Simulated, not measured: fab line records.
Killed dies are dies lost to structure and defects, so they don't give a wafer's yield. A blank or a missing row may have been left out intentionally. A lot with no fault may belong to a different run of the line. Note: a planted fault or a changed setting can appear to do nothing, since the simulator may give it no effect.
Matching of chambers ; flow nand harc ; NHARC_A_CHANNEL_FILL_D1_ALD_02 on ald hk-02: 4 sister chambers
The step deposits SiO2, target thk 6 nm, pulse time 10 s, ald cycles 60. 27 wafers are shown with their chamber, then 12 later ones without.

## EACH WAFER AND ITS CHAMBER
wafer;chamber;heater power w (W);precursor pulse height rel
L074.3;3;415;1.025
L074.4;1;446;1.003
L074.5;3;424;0.985
L078.1;0;418;0.975
L078.2;3;418;1.019
L078.3;1;448;0.996
L078.4;2;486;0.982
L078.5;1;452;0.992
L078.6;0;418;1.015
L079.1;3;403;1.010
L079.3;1;446;1.003
L079.4;2;503;0.980
L079.2;0;430;1.007
L079.5;1;451;1.025
L079.6;2;482;1.007
L081.2;0;436;1.009
L081.3;3;416;0.994
L081.6;3;407;0.984
L081.1;1;448;0.990
L081.4;2;500;0.990
L081.5;0;430;1.006
L082.1;1;444;0.997
L082.4;2;500;0.998
L082.6;1;447;1.001
L082.2;0;427;0.961
L082.3;3;424;1.035
L082.5;2;492;0.981

SIGNATURES (averages over the wafers above)
reading;chamber 0;chamber 1;chamber 2;chamber 3;scatter within a chamber
heater power w;426.50;447.75;493.83;415.29;6.77
precursor pulse height rel;0.99550;1.00087;0.98967;1.00743;0.0165
Rule: distance of a wafer from a chamber = root of the sum over the readings of ((wafer's reading minus chamber's mean) / reading's scatter) squared. The wafer belongs to the nearest chamber; if the next one is less than 2 further off, it can't be placed. The scatter: the root of (the sum of the squares of (reading less its chamber's mean) over the shown wafers, divided by (wafers less chambers)).

## WAFERS WITHOUT THEIR CHAMBER
wafer;heater power w (W);precursor pulse height rel
L084.2;433;1.023
L084.3;487;0.981
L084.5;489;1.022
L086.1;451;0.981
L086.2;482;0.969
L086.6;486;1.027
L096.2;426;0.990
L096.4;432;0.976
L096.6;532;0.999
L097.3;421;1.016
L097.4;506;1.000
L097.5;503;0.999

## CHAMBER TAKEN BY EACH
wafer;from the rows above;in truth
L084.2;can't be placed: 0 or 1 or 3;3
L084.3;2;2
L084.5;2;2
L086.1;1;1
L086.2;2;2
L086.6;2;2
L096.2;can't be placed: 0 or 3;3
L096.4;can't be placed: 0 or 1 or 3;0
L096.6;2;2
L097.3;can't be placed: 3 or 0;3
L097.4;2;2
L097.5;2;2
Correct placement for 8 of the 12. Not placeable from these rows: 4 (in 4, the candidates include the true chamber). 0 placed wrongly.
